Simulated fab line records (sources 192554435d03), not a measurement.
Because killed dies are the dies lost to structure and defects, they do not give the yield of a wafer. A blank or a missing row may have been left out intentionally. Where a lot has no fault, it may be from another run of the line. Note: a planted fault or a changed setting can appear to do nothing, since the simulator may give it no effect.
Matching of chambers || flow n5 finfet || 3 sister chambers for N5_BEOL_M0_PRE_CLEAN_131 on cvd co-02
The step time 15 s. 14 wafers are shown with their chamber, then 7 later ones without.

== WAFERS PAIRED WITH THEIR CHAMBERS ==
{"wafer": "L305.1", "chamber": 2, "heater power w (W)": 102, "rf fwd power W (W)": 295.3}
{"wafer": "L305.3", "chamber": 0, "heater power w (W)": 82, "rf fwd power W (W)": 297.9}
{"wafer": "L305.4", "chamber": 2, "heater power w (W)": 99, "rf fwd power W (W)": 296.0}
{"wafer": "L307.4", "chamber": 0, "heater power w (W)": 81, "rf fwd power W (W)": 298.7}
{"wafer": "L307.5", "chamber": 2, "heater power w (W)": 104, "rf fwd power W (W)": 295.9}
{"wafer": "L307.6", "chamber": 0, "heater power w (W)": 81, "rf fwd power W (W)": 298.3}
{"wafer": "L313.1", "chamber": 2, "heater power w (W)": 103, "rf fwd power W (W)": 294.7}
{"wafer": "L313.3", "chamber": 0, "heater power w (W)": 82, "rf fwd power W (W)": 299.6}
{"wafer": "L313.4", "chamber": 1, "heater power w (W)": 29, "rf fwd power W (W)": 296.9}
{"wafer": "L321.2", "chamber": 2, "heater power w (W)": 102, "rf fwd power W (W)": 294.7}
{"wafer": "L321.3", "chamber": 0, "heater power w (W)": 82, "rf fwd power W (W)": 297.6}
{"wafer": "L321.5", "chamber": 2, "heater power w (W)": 101, "rf fwd power W (W)": 294.8}
{"wafer": "L322.3", "chamber": 2, "heater power w (W)": 104, "rf fwd power W (W)": 296.7}
{"wafer": "L322.4", "chamber": 0, "heater power w (W)": 82, "rf fwd power W (W)": 297.2}

SIGNATURES (means of the wafers above)
{"reading": "heater power w", "chamber 0": 81.67, "chamber 1": 29.00, "chamber 2": 102.14, "scatter within a chamber": 1.35}
{"reading": "rf fwd power W", "chamber 0": 298.217, "chamber 1": 296.900, "chamber 2": 295.443, "scatter within a chamber": 0.815}
Rule: for a wafer and a chamber, the distance is found by dividing, reading by reading, the gap between the wafer's reading and the chamber's mean by the reading's scatter, squaring, summing and taking the root. The wafer belongs to the nearest chamber; if the next one is less than 2 further off, it can't be placed. The scatter: the root of (the sum of the squares of (reading less its chamber's mean) over the shown wafers, divided by (wafers less chambers)).

== WAFERS WITHOUT THEIR CHAMBER ==
{"wafer": "L322.6", "heater power w (W)": 103, "rf fwd power W (W)": 296.3}
{"wafer": "L324.2", "heater power w (W)": 83, "rf fwd power W (W)": 297.1}
{"wafer": "L324.5", "heater power w (W)": 29, "rf fwd power W (W)": 296.3}
{"wafer": "L324.6", "heater power w (W)": 83, "rf fwd power W (W)": 299.0}
{"wafer": "L327.3", "heater power w (W)": 82, "rf fwd power W (W)": 299.8}
{"wafer": "L327.5", "heater power w (W)": 30, "rf fwd power W (W)": 297.8}
{"wafer": "L327.6", "heater power w (W)": 101, "rf fwd power W (W)": 295.0}

== WHICH CHAMBER EACH ONE RAN IN ==
{"wafer": "L322.6", "from the rows above": 2, "in truth": 2}
{"wafer": "L324.2", "from the rows above": 0, "in truth": 0}
{"wafer": "L324.5", "from the rows above": 1, "in truth": 1}
{"wafer": "L324.6", "from the rows above": 0, "in truth": 0}
{"wafer": "L327.3", "from the rows above": 0, "in truth": 0}
{"wafer": "L327.5", "from the rows above": 1, "in truth": 1}
{"wafer": "L327.6", "from the rows above": 2, "in truth": 2}
Correct placement for 7 of the 7. Can't be placed from these rows: 0. 0 placed wrongly.
